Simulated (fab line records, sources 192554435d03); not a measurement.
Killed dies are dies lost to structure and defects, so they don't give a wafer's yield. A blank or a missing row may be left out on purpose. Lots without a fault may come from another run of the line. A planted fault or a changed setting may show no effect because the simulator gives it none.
Which tool did it? | flow n5_finfet | 15 lots, 45 wafers sampled, at 3 steps of a route of 1938

WHAT THE GAUGES READ, wafer by wafer
N5_BEOL_M15_RS_MEAS_54: measures by four-point-probe. Usual: M15_RS 0.0216 ohm/sq, standard deviation 0.00046.
lot  | measured     | on            | M15_RS (ohm/sq)      | flag
L852 | day 11 14:47 | film_metro-01 | 0.0216 0.0213 0.0213 |
L854 | day 12 17:54 | film_metro-02 | 0.0217 0.0216 0.0213 |
L856 | day 12 20:17 | film_metro-02 | 0.0214 0.0228 0.0212 |
L859 | day 14 03:17 | film_metro-01 | 0.0215 0.0210 0.0217 |
L858 | day 14 03:48 | film_metro-02 | 0.0219 0.0209 0.0217 |
L860 | day 14 13:15 | film_metro-01 | 0.0209 0.0215 0.0215 |
L862 | day 14 20:42 | film_metro-01 | 0.0211 0.0216 0.0211 |
L861 | day 15 03:04 | film_metro-01 | 0.0218 0.0210 0.0218 |
L857 | day 15 08:52 | film_metro-01 | 0.0209 0.0219 0.0219 |
L863 | day 16 01:33 | film_metro-02 | 0.0216 0.0217 0.0219 |
L865 | day 16 13:00 | film_metro-01 | 0.0212 0.0227 0.0214 |
L866 | day 16 13:59 | film_metro-01 | 0.0211 0.0218 0.0216 |
L874 | day 18 01:18 | film_metro-02 | 0.0210 0.0216 0.0209 |
L873 | day 18 12:23 | film_metro-02 | 0.0215 0.0212 0.0211 |
L875 | day 18 12:27 | film_metro-01 | 0.0213 0.0215 0.0213 |

N5_MIM_TOP_LITHO_CD_MEAS_08: target cd 2000 nm. Usual: cd_nm 2000.7 nm, standard deviation 2.
lot  | measured     | on        | cd_nm (nm)           | flag
L852 | day 11 18:29 | cd_sem-01 | 2000.4 1999.9 1996.0 |
L854 | day 12 20:08 | cd_sem-03 | 1995.7 1997.7 1999.5 |
L856 | day 12 22:28 | cd_sem-01 | 2002.0 2002.6 2001.8 |
L859 | day 14 09:21 | cd_sem-01 | 1996.9 1999.9 2001.2 |
L858 | day 14 11:11 | cd_sem-03 | 2000.0 2000.5 2001.5 |
L860 | day 14 20:24 | cd_sem-01 | 2000.2 2003.0 2001.0 |
L862 | day 15 01:34 | cd_sem-02 | 2000.5 1998.5 1999.6 |
L861 | day 15 08:11 | cd_sem-02 | 2004.5 2002.9 1999.6 |
L857 | day 15 12:47 | cd_sem-02 | 1998.2 2000.1 1998.3 |
L863 | day 16 06:55 | cd_sem-01 | 2003.4 1999.4 2002.0 |
L865 | day 16 17:34 | cd_sem-01 | 2000.1 2003.3 1999.4 |
L866 | day 16 18:52 | cd_sem-01 | 1999.6 1999.6 2003.1 |
L874 | day 18 06:50 | cd_sem-02 | 2000.0 1999.3 2000.1 |
L873 | day 18 16:34 | cd_sem-03 | 1996.6 2000.6 1999.1 |
L875 | day 18 16:43 | cd_sem-03 | 2001.3 1999.2 2001.5 |

N5_MIM_BOT_LITHO_INSPECT_12: inspects for defects (macro). Usual: raw_defect_count 1.9, standard deviation 1.4.
lot  | measured     | on                | raw_defect_count | flag
L852 | day 11 19:44 | defect_inspect-02 | 3 4 4            |
L854 | day 12 21:01 | defect_inspect-01 | 1 1 2            |
L856 | day 12 23:34 | defect_inspect-02 | 3 1 5            |
L859 | day 14 10:08 | defect_inspect-02 | 3 3 3            |
L858 | day 14 12:07 | defect_inspect-02 | 2 0 3            |
L860 | day 14 21:18 | defect_inspect-02 | 1 1 4            |
L862 | day 15 02:29 | defect_inspect-02 | 3 0 1            |
L861 | day 15 09:08 | defect_inspect-02 | 2 3 1            |
L857 | day 15 13:43 | defect_inspect-02 | 1 1 1            |
L863 | day 16 07:43 | defect_inspect-01 | 3 2 0            |
L865 | day 16 18:29 | defect_inspect-02 | 0 1 3            |
L866 | day 16 19:39 | defect_inspect-02 | 2 2 4            |
L874 | day 18 07:46 | defect_inspect-01 | 3 2 0            |
L873 | day 18 17:29 | defect_inspect-02 | 6 0 0            |
L875 | day 18 17:54 | defect_inspect-02 | 1 3 3            |

WHICH TOOL RAN EACH LOT (tool, then ch and the chambers of the sampled wafers, then the start)
The record holds no process step before these readings.

WHAT THE TOOLS THEMSELVES READ (means of the sampled wafers that have a number; where no wafer has one, the mark that the record gives instead)
The record holds no such reading with a usual standard deviation.

THE ANSWER, worked out from the rows above alone
Rule: a lot is off if the mean of its wafers that have a number lies more than 3 standard deviations from the usual mean. A lot without any number at a reading at which 4 lots or more have one is off too. The other lots that the step has rows for count as sound. The gauges are gone through in route order, then the tools' own readings, and for those a lot's mean is taken as printed above. The first step at which some lot is off is used, and at that step the reading that is off furthest; a lot without a number counts as furthest.
No lot is off at any reading shown: from this, nothing can be told.

WHAT THE SIMULATOR HAD PUT IN
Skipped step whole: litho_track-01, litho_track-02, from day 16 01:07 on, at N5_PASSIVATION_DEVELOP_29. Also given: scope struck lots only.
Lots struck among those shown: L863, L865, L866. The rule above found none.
